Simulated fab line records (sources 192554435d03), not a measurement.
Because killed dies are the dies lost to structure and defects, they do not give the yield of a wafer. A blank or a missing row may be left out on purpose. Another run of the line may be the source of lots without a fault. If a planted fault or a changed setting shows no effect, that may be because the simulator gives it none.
Chamber matching / flow n5 finfet / N5_BEOL_M0_SAQP_MANDREL1_REMOVE_100 on rie si-04: 4 sister chambers
The step chemistry HBr/Cl2/O2, target a-Si, stops on SiNx, bt time 10 s. 8 wafers are shown with their chamber, then 8 later ones without.

== EACH WAFER AND ITS CHAMBER ==
wafer=L080.1; chamber=0; oes product au (a.u.)=0.981; HBr_flow_sccm (sccm)=150.6
wafer=L083.2; chamber=0; oes product au (a.u.)=0.977; HBr_flow_sccm (sccm)=149.7
wafer=L085.5; chamber=2; oes product au (a.u.)=0.992; HBr_flow_sccm (sccm)=150.8
wafer=L085.6; chamber=3; oes product au (a.u.)=1.019; HBr_flow_sccm (sccm)=149.8
wafer=L091.2; chamber=1; oes product au (a.u.)=1.026; HBr_flow_sccm (sccm)=150.1
wafer=L091.4; chamber=2; oes product au (a.u.)=0.997; HBr_flow_sccm (sccm)=151.0
wafer=L091.6; chamber=3; oes product au (a.u.)=1.016; HBr_flow_sccm (sccm)=149.5
wafer=L090.1; chamber=1; oes product au (a.u.)=1.021; HBr_flow_sccm (sccm)=149.9

== WAFERS WITH NO CHAMBER GIVEN ==
wafer=L090.5; oes product au (a.u.)=1.000; HBr_flow_sccm (sccm)=150.9
wafer=L090.6; oes product au (a.u.)=1.026; HBr_flow_sccm (sccm)=149.4
wafer=L093.3; oes product au (a.u.)=0.988; HBr_flow_sccm (sccm)=148.9
wafer=L093.4; oes product au (a.u.)=1.011; HBr_flow_sccm (sccm)=150.5
wafer=L093.5; oes product au (a.u.)=0.979; HBr_flow_sccm (sccm)=150.5
wafer=L096.1; oes product au (a.u.)=0.979; HBr_flow_sccm (sccm)=150.1
wafer=L096.2; oes product au (a.u.)=0.986; HBr_flow_sccm (sccm)=150.6
wafer=L096.3; oes product au (a.u.)=1.026; HBr_flow_sccm (sccm)=150.8

== THE CHAMBER EACH PASSED THROUGH ==
wafer=L090.5; from the rows above=2; in truth=2
wafer=L090.6; from the rows above=can't be placed: 1 or 3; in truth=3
wafer=L093.3; from the rows above=can't be placed: 0 or 2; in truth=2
wafer=L093.4; from the rows above=can't be placed: 3 or 1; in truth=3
wafer=L093.5; from the rows above=0; in truth=0
wafer=L096.1; from the rows above=0; in truth=0
wafer=L096.2; from the rows above=can't be placed: 0 or 2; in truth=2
wafer=L096.3; from the rows above=can't be placed: 1 or 3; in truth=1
Placed correctly: 3 of 8. Cannot be placed on the basis of these rows: 5; the candidates contain the true chamber in 5. Placed wrongly: 0.
How it was worked out, from the rows above alone: a wafer's distance from a chamber is the root of the sum, over the readings, of the square of ((its reading less the chamber's mean) divided by the reading's scatter). If the next closest chamber is less than 2 further off than the closest, the wafer can't be placed; otherwise it belongs to the closest. The mean given for a chamber averages the wafers shown for that chamber. The scatter: the root of (the sum of the squares of (reading less its chamber's mean) over the shown wafers, divided by (wafers less chambers)).
